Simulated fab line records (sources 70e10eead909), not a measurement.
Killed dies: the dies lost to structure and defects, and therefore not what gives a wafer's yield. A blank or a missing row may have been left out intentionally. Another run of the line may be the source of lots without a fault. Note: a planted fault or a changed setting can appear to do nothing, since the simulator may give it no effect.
fab line records | flow nand_harc
record: lots: 5 wafers: 15 last_day: 24
route steps=1159 shown A_WL_FILL@822 A_CONTACT@840 END@1159
lots that met no fault: taken from a fault-free run of the same line
start_h: the number of hours between the record's first day and the start of the first shown wafer of the lot | wait_h: hours elapsed since this lot's preceding step | " the same as in the row above | L1.1+2: a single row standing in for several wafers | - value missing, or start not given | * or withheld: withheld | < > ~ a bound
route shown NAME@n: a module of which the file shows steps, and the number in the route of the first | usual: mean and standard deviation over wafers with no fault | same: alike in all rows | chamber/n: place in a boat | sites: each site's reading | _std_site: how widely they spread, as a standard deviation | _edge_site: outer sites' mean less inner sites' | radius_mm: for every site, how far away it sits from the centre of the wafer | mask NAME#n: copy n | behind: the most recent tool/chamber to have shaped the wafer | hold: reason for holding the lot/hours on hold/outcome of the hold | device: which transistor (n, p or np) failed to switch | end of line: at the end of the route, the tests of the same wafers | a step with no rows: only its recipe | killed: dies that structure and defects cost at the first sort, which is not the same as the wafer's yield | map: per-die view of a wafer (x killed, . not killed, _ where there is no die)
set.NAME: the run value of the setting; set.NAME@STEP: its run value at that earlier step | model.NAME: the simulator's own value behind a step, which no gauge read
lots at selected steps of the route; one table per step, one row per wafer
services: when a tool's chamber went out of use (start_h, in hours from the record's first day, below 0 if earlier), for how many hours, and the reason
== steps ==
step: NHARC_A_WL_FILL_ALD_10
recipe: target_thk_a: 500 pulse_time_s: 10 ald_cycles: 500 temp_c: 300 material: SiO2
step: NHARC_A_WL_FILL_ETCHBACK_16
recipe: target_depth_a: 880 time_s: 17.6 c4f8_flow_sccm: withheld o2_flow_sccm: 8 ar_flow_sccm: withheld rf_w: 600 bias_w: 800 chemistry: C4F8/O2/Ar
usual: bias_w: 800.1/2.5 oes_product_au: 0.984/0.03 rf_fwd_power_W: 588/3.3 rf_vpp_V: 723/3.3
columns lot.wafer tool chamber start_h wait_h bias_w oes_product_au rf_fwd_power_W rf_hours_counter_h rf_vpp_V
L775.1 rie_diel-06 2 - - 798.9 1.020 587 3.6 726
L775.4 " 0 " " 802.1 1.007 588 3.6 722
L775.6 " 3 " " 796.2 1.001 585 - 719
L785.2 rie_diel-05 0 - - 801.8 0.966 590 4.1 720
L785.1 " 3 " " 798.7 0.985 583 4.2 722
L785.5 " 1 " " 797.9 0.969 587 - 727
L786.2 rie_diel-05 0 - - 799.3 0.985 588 4.2 719
L786.3 " 1 " " 799.5 0.998 587 4.8 727
L786.1 " 2 " " 799.7 0.994 587 5.0 724
L792.3 rie_diel-06 3 - - 800.0 1.011 585 1.4 719
L792.1 " 0 " " 797.8 0.999 585 1.2 721
L792.6 " 3 " " 794.0 1.013 585 - 719
L795.1 rie_diel-05 1 - - 799.0 0.909 587 7.1 726
L795.2 " 0 " " 799.0 0.916 589 6.6 720
L795.5 " 1 " " 802.6 0.932 589 - 727
step: NHARC_A_WL_FILL_STRIP_29
recipe: time_s: 20 o2_flow_sccm: 500 ar_flow_sccm: 0 bias_w: 0 chemistry: O2
usual: drypump_motor_current_A: 5.9/0.39 oes_product_au: 1.001/0.0079 rf_vpp_V: 57.9/0.92 showerhead_plenum_p_Torr: 3.52/0.11 throttle_valve_pct: 17.036/0.0098
same: bias_w: 0
columns lot.wafer tool chamber start_h wait_h drypump_motor_current_A oes_product_au rf_hours_counter_h rf_vpp_V showerhead_plenum_p_Torr throttle_valve_pct
L775.4 rie_diel-06 3 366.32 0.1 5.4 1.009 3.6 56.6 3.38 17.038
L775.1 " 1 " " 6.2 0.995 3.1 59.2 3.53 17.034
L775.6 " 3 " " 5.4 1.002 - 58.5 3.38 17.046
L785.2 rie_diel-05 1 427.53 0.1 6.5 1.007 4.6 58.9 3.64 17.048
L785.1 " 2 " " 6.5 0.994 4.8 58.3 3.53 17.029
L785.5 " 0 " " 5.7 0.990 - 58.6 3.41 17.051
L786.1 rie_diel-05 3 433.53 0.1 5.8 1.023 4.3 57.5 3.47 17.031
L786.2 " 1 " " 6.5 1.015 4.8 58.1 3.64 17.043
L786.3 " 2 " " 6.5 1.005 5.0 57.9 3.53 17.055
L792.1 rie_diel-06 1 459.59 0.1 6.2 0.995 1.1 58.3 3.53 17.034
L792.3 " 0 " " 5.8 1.006 1.2 58.4 3.48 17.036
L792.6 " 2 " " 5.7 1.004 - 57.8 3.61 17.041
L795.2 rie_diel-05 0 475.95 0.1 5.8 0.994 6.6 58.3 3.41 17.047
L795.1 " 1 " " 6.6 0.997 7.1 58.6 3.64 17.032
L795.5 " 0 " " 5.7 0.997 - 56.4 3.41 17.041
step: NHARC_A_WL_FILL_ETCHBACK_17
recipe: target_depth_a: 40 time_s: 26.7 chemistry: Cl2/BCl3
step: NHARC_A_WL_FILL_PRECLEAN_18
recipe: time_s: 30 chemistry: dHF
step: NHARC_A_WL_FILL_SRD_21
step: NHARC_A_WL_FILL_CVD_23
recipe: target_thk_a: 400 temp_c: 620 pressure_mtorr: 200 time_s: 800 material: poly-Si
step: NHARC_A_WL_FILL_ETCHBACK_26
recipe: target_depth_a: 520 time_s: 13.3 hbr_flow_sccm: 150 rf_w: 350 icp_w: 350 bias_w: 60 chemistry: HBr
usual: bias_w: 60.01/0.19 drypump_motor_current_A: 5.6/0.38 oes_product_au: 0.996/0.012 rf_fwd_power_W: 342.0/1.5 throttle_valve_pct: 23.267/0.0099
columns lot.wafer tool chamber start_h wait_h bias_w drypump_motor_current_A oes_product_au rf_fwd_power_W rf_hours_counter_h throttle_valve_pct
L775.1 rie_si-06 3 371.72 0.4 59.98 6.2 0.988 340.4 0 23.276
L775.4 " 1 " " 60.12 6.1 0.995 341.0 0 23.270
L775.6 " 3 " " 59.89 6.2 0.997 340.6 - 23.257
L785.2 rie_si-01 2 432.97 0.4 60.24 5.9 0.981 341.4 1.1 23.267
L785.1 " 3 " " 59.98 5.6 0.987 344.5 0.8 23.267
L785.5 " 2 " " 60.05 5.9 0.978 342.6 - 23.241
L786.2 rie_si-06 0 439.00 0.4 59.68 5.6 0.999 344.2 0.4 23.245
L786.3 " 1 " " 60.17 6.1 0.991 341.8 0.5 23.265
L786.1 " 2 " " 60.07 5.0 1.010 341.8 0.4 23.283
L792.3 rie_si-06 2 465.10 0.4 60.14 5.0 1.008 339.6 0.6 23.266
L792.1 " 3 " " 59.93 6.2 0.995 341.8 0.5 23.291
L792.6 " 1 " " 59.83 6.0 0.986 341.0 - 23.284
L795.2 rie_si-03 3 481.40 0.4 59.94 5.8 0.998 341.0 1.1 23.258
L795.1 " 1 " " 60.15 5.2 1.009 340.7 1.2 23.262
L795.5 " 2 " " 60.03 5.4 0.988 342.8 - 23.262
step: NHARC_A_WL_FILL_PRECLEAN_30
recipe: time_s: 10 chemistry: dHF
step: NHARC_A_WL_FILL_SRD_14
step: NHARC_A_WL_FILL_ALD_19
recipe: target_thk_a: 20 pulse_time_s: 3 ald_cycles: 100 temp_c: 450 material: TiN
usual: heater_power_w: 1055/110 precursor_pulse_height_rel: 1.002/0.02
same: pulse_time_s: 3
columns lot.wafer tool chamber start_h wait_h heater_power_w precursor_pulse_height_rel since_wet_clean_h
L775.4 ald_metal-01 3 372.01 0.1 1285 0.992 82
L775.1 " 0 " " 1059 1.008 82
L775.6 " 1 " " 1026 1.002 -
L785.1 ald_metal-02 3 433.28 0.1 1097 1.012 59
L785.2 " 0 " " 1225 1.005 59
L785.5 " 2 " " 1158 0.995 -
L786.3 ald_metal-01 2 439.27 0.1 1154 0.959 149
L786.1 " 3 " " 1271 0.990 149
L786.2 " 1 " " 1041 0.988 149
L792.3 ald_metal-02 1 465.36 0.1 916 0.997 91
L792.1 " 2 " " 1163 0.993 91
L792.6 " 3 " " 1102 0.986 -
L795.2 ald_metal-02 3 481.69 0.1 1108 0.980 108
L795.1 " 0 " " 1227 1.016 108
L795.5 " 1 " " 908 1.006 -
step: NHARC_A_WL_FILL_CVD_20
recipe: target_thk_a: 750 temp_c: 300 pressure_torr: 40 wf6_flow_sccm: 40 h2_flow_sccm: 1600 ar_flow_sccm: 1560 time_s: 5064 material: W
step: NHARC_A_WL_FILL_CMP_12
recipe: t_overpolish_s: 30 target_thk_nm: 75
usual: edge_zone_pressure_frac: 1.000/0.0044 motor_current_A: 11.5/1.1 overpolish_run_s: 30.001/0.009 time_to_endpoint_s: 14.6/2.1
columns lot.wafer tool chamber start_h wait_h edge_zone_pressure_frac motor_current_A overpolish_run_s time_to_endpoint_s
L775.1 cmp-04 2 379.93 4.3 0.999 13.7 30.002 13.5
L775.4 " 0 " " 0.995 10.5 30.009 14.5
L775.6 " 2 " " 1.001 13.5 30.001 17.7
L785.1 cmp-03 2 438.67 3.6 0.997 12.2 30.010 13.4
L785.2 " 0 " " 0.995 10.3 30.004 15.4
L785.5 " 2 " " 0.990 10.7 29.986 14.7
L786.3 cmp-03 0 448.06 2.9 0.999 10.8 29.998 14.7
L786.2 " 2 " " 0.998 11.3 30.005 13.7
L786.1 " 3 " " 0.998 10.3 30.004 15.7
L792.3 cmp-03 3 473.06 2.2 1.000 11.1 29.992 15.6
L792.1 " 2 " " 0.988 11.4 30.006 14.8
L792.6 " 3 " " 1.006 11.0 30.000 13.5
L795.2 cmp-04 3 491.14 6.4 1.000 10.2 29.999 13.6
L795.1 " 1 " " 1.003 11.7 29.981 15.5
L795.5 " 3 " " 1.001 10.1 30.003 14.5
step: NHARC_A_WL_FILL_SRD_31
step: NHARC_A_WL_FILL_INSPECT_15
usual: raw_defect_count: 404/120
columns lot.wafer tool chamber start_h wait_h raw_defect_count
L775.1 defect_inspect-02 - 380.40 0.0 916
L775.4 " - " " 1025
L775.6 " - " " 838
L785.1 defect_inspect-02 - 439.15 0.1 328
L785.2 " - " " 286
L785.5 " - " " 386
L786.1 defect_inspect-01 - 448.55 0.0 292
L786.2 " - " " 335
L786.3 " - " " 492
L792.1 defect_inspect-01 - 473.55 0.0 291
L792.3 " - " " 380
L792.6 " - " " 304
L795.1 defect_inspect-02 - 491.58 0.0 329
L795.2 " - " " 308
L795.5 " - " " 285
step: NHARC_A_CONTACT_DEP_24
recipe: target_thk_a: 5000 temp_c: 400 pressure_torr: 6.5 rf_w: 900 teos_flow_sccm: 161.4 flow_sccm: 2650 target_thk_nm: 500 gas: O2 material: SiO2
usual: heater_power_w: 599/110 rf_fwd_power_W: 898.7/2.5 throttle_valve_pct: 15.8/0.53
columns lot.wafer tool chamber start_h wait_h heater_power_w rf_fwd_power_W since_wet_clean_h throttle_valve_pct
L775.1 pecvd-03 2 380.59 0.2 662 898.4 75 16.8
L775.4 " 0 " " 547 897.6 - 16.1
L775.6 " 2 " " 697 898.9 - 16.7
L785.1 pecvd-01 0 439.26 0.1 417 896.7 7 15.8
L785.2 " 1 " " 581 902.8 7 16.1
L785.5 " 0 " " 433 905.0 - 15.8
L786.1 pecvd-01 1 448.61 0.1 664 898.1 16 16.0
L786.3 " 2 " " 679 899.7 16 15.5
L786.2 " 0 " " 436 897.0 16 15.8
L792.3 pecvd-01 0 473.68 0.1 427 899.2 41 16.1
L792.1 " 1 " " 517 901.9 41 16.0
L792.6 " 2 " " 594 895.7 - 15.4
L795.1 pecvd-03 0 491.65 0.1 622 901.8 5 15.5
L795.2 " 2 " " 732 897.8 5 16.3
L795.5 " 1 " " 746 899.8 - 14.9
step: NHARC_END_SORT_01
recipe: temp_c: 25
usual: killed_at_array: 29/11 killed_at_other: 0.6/0.75 killed_at_periphery: 3.1/2.1 killed_dies: 32/11 killed_open: 3.0/1.8 killed_short: 1.8/1.3
same: gross_dies: 677
columns lot.wafer tool chamber start_h wait_h killed_at_array killed_at_other killed_at_periphery killed_dies killed_open killed_short
L775.1 prober-02 0 466.75 2.5 302 1 1 304 1 2
L775.4 prober-02 0 469.13 3.4 283 0 2 285 2 0
L775.6 prober-02 0 470.71 4.0 320 0 2 322 3 0
L785.1 prober-02 0 514.80 2.5 13 0 4 17 1 2
L785.2 prober-02 0 515.61 2.8 15 1 6 22 5 3
L785.5 prober-02 0 518.04 3.7 9 0 4 13 0 0
L792.1 prober-02 0 550.31 2.5 53 1 1 55 2 3
L792.3 prober-02 0 551.91 3.1 55 0 0 55 1 1
L792.6 prober-02 0 554.32 4.0 48 1 3 52 3 2
killed by level:class
L775.1 A_WL_FILL:unspecified=280 A_CHANNEL_HOLE_D1:chamber_film_flake=13 A_CONTACT:chamber_film_flake=4 A_WL_FILL:chamber_film_flake=2 A_ONON_D1:geometric_particle:short=1 A_SGD_CUT:geometric_particle:short=1 A_BLC:geometric_particle:open=1 P_GATE:chamber_film_flake=1
L775.4 A_WL_FILL:unspecified=271 A_CHANNEL_HOLE_D1:chamber_film_flake=8 A_CONTACT:chamber_film_flake=2 P_M0:geometric_particle:open=1 P_M2:geometric_particle:open=1 A_STAIRCASE:chamber_film_flake=1 A_WL_FILL:chamber_film_flake=1
L775.6 A_WL_FILL:unspecified=308 A_CHANNEL_HOLE_D1:chamber_film_flake=9 A_CONTACT:chamber_film_flake=2 P_CONTACT:geometric_particle:open=1 P_M2:geometric_particle:open=1 A_CHANNEL_FILL_D1:geometric_particle:open=1
L785.1 A_CHANNEL_HOLE_D1:chamber_film_flake=6 A_STAIRCASE:chamber_film_flake=3 P_BONDPAD:chamber_film_flake=2 P_GATE:geometric_particle:open=1 P_CONTACT:geometric_particle:short=1 A_WL_FILL:geometric_particle:short=1 A_CHANNEL_FILL_D1:chamber_film_flake=1 A_SLIT:chamber_film_flake=1
L785.2 A_STAIRCASE:chamber_film_flake=6 A_CHANNEL_HOLE_D1:chamber_film_flake=5 A_CONTACT:geometric_particle:open=2 P_BONDPAD:chamber_film_flake=2 P_GATE:geometric_particle:open=1 P_CONTACT:geometric_particle:short=1 P_CONTACT:geometric_particle:open=1 P_M0:geometric_particle:short=1
L785.5 P_GATE:chamber_film_flake=4 A_CHANNEL_HOLE_D1:chamber_film_flake=4 A_CONTACT:chamber_film_flake=4 A_STAIRCASE:chamber_film_flake=1
L792.1 A_SLIT:chamber_film_flake=20 A_CHANNEL_HOLE_D1:chamber_film_flake=18 A_CONTACT:chamber_film_flake=5 A_STAIRCASE:chamber_film_flake=4 A_M0:chamber_film_flake=2 P_CONTACT:geometric_particle:open=1 A_ONON_D1:geometric_particle:short=1 A_CHANNEL_HOLE_D1:geometric_particle:short=1
L792.3 A_SLIT:chamber_film_flake=21 A_CHANNEL_HOLE_D1:chamber_film_flake=17 A_STAIRCASE:chamber_film_flake=13 A_CONTACT:chamber_film_flake=2 A_ONON_D1:geometric_particle:open=1 A_WL_FILL:geometric_particle:short=1
L792.6 A_SLIT:chamber_film_flake=17 A_CHANNEL_HOLE_D1:chamber_film_flake=13 A_CONTACT:chamber_film_flake=10 A_STAIRCASE:chamber_film_flake=6 P_GATE:geometric_particle:open=2 P_M1:geometric_particle:open=1 A_ONON_D1:geometric_particle:short=1 A_WL_FILL:geometric_particle:short=1
map L775.6 (x killed, . not)
____________x____________
_________...xx.x_________
_______.....x...xx_______
______xx...x.xxx..x______
_____...xx..xxxx.x.._____
____.x..x.xxxxxxx.x..____
____.x.x.xxx......xxx____
___..xxx..xx.x..xx....___
___x..xxxx..xx..xxxx..___
__..xxxx..x..x..xx.....__
__xxx.x..x.xxx...xxx...__
_.x..xxxx..x.x.xx.xx...x_
_xxxx.x.x.xx.x..xx.xx.x._
_..xx..x.xxxx.xxxx......_
_.xxxxx.x.x..xx.......xx_
_xxxxxxx.....xx.x..xxx.x_
.xxxx.xx.x.x.x..xx.x.....
xx.xxxxxxxx.xx......x.xx.
x...xx...x........x....xx
x.....x..xx.......xxx...x
xxx.x.x.x..x.x.x...xxx...
_x.x.xxxx.xxxxxx...xxx.._
_.xx.xx.x...xxxx......xx_
_..x.xxxx.x...x.x......._
_xxx....xx.xx..x..xx.x.._
_x.x..xx...x.x..x.xx..xx_
__.xx...xxxx.xx...x.xxx__
__...xx..xxxxx...x...x.__
___.......xxxx..x..x..___
___..xx.xxxx.x......x.___
____x..x.xxx.xx.xx.x.____
____..x........xx.xxx____
_____.xxxx..xxxx.x.x_____
______......xxx....______
_______.xxx.x..xx._______
_________x...x.._________
____________x____________
map L795.2 (x killed, . not)
____________x____________
_________......._________
_______.....x....._______
______.............______
_____..............._____
____............x....____
____.................____
___.......x...........___
___........x..........___
__.x........x...x......__
__.........x...........__
_......................._
_......................._
_......................._
_..............x........_
_......x.....x......x..._
.......x.................
..............x..........
......x..................
.........x...............
....xx.x...x......x......
_.....xx................_
_.....x................._
_x.........x............_
_......................x_
_......................._
__........x........x...__
__............x....x.x.__
___...........x.......___
___...................___
____.................____
____...........x.....____
_____......x....x..._____
______.............______
_______..........x_______
_________.....x._________
____________.____________
== services ==
columns tool chamber start_h hours kind
cmp-03 - 344.66 2.5 repair
rie_diel-05 0 349.61 - clean
cmp-03 - 352.02 4.0 pm
rie_diel-05 3 353.27 3.9 repair
rie_si-06 - 360.00 9.0 pm
cmp-04 - 360.20 1.5 repair
ald_metal-02 - 364.00 10.0 pm
rie_diel-05 - 384.09 0.5 repair
rie_si-06 3 388.41 4.9 repair
cmp-03 - 388.66 2.4 repair
cmp-04 - 399.13 4.0 pm
rie_si-06 3 401.10 4.5 repair
ald_metal-02 - 409.95 1.1 repair
pecvd-01 - 417.58 1.8 repair
rie_diel-06 - 418.22 9.0 pm
cmp-03 - 450.02 4.0 pm
ald_metal-01 - 458.00 10.0 pm
ald_metal-02 0 462.33 9.5 repair
rie_diel-06 0 463.37 13.0 repair
pecvd-03 - 466.24 0.9 repair
pecvd-03 - 473.43 13.0 pm
rie_si-01 - 481.00 9.0 pm
cmp-03 - 483.92 68.5 repair
rie_si-03 0 488.71 2.8 repair
== key ==
first_sign: step: NHARC_A_WL_FILL_INSPECT_15 reading: raw_defect_count direction: up sigmas: 4.2 usual: 404 struck: 926
effect: step: NHARC_END_SORT_01 reading: killed_at_array direction: up sigmas: 25 usual: 29 struck: 302
more_kills_born_at: NHARC_A_WL_FILL_CMP_12@cmp-04: 859
met_at NHARC_A_WL_FILL_CMP_12
struck_wafers L775.1,L775.4,L775.6
tester_left_out L775
fault: kind: chamber_particle_source tool: cmp-04 chamber: - onset_h: 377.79 steps: NHARC_A_WL_FILL_CMP_12 rate_per_visit_cm2: 0.5995 end_h: 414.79
tester_left_out: of these lots the tester's yield and bins aren't shown, on N5 and GAA mostly nor the transistor test; their killed dies are dies lost to structure and defects alone, not to doping, threshold or leakage, so they don't give the yield
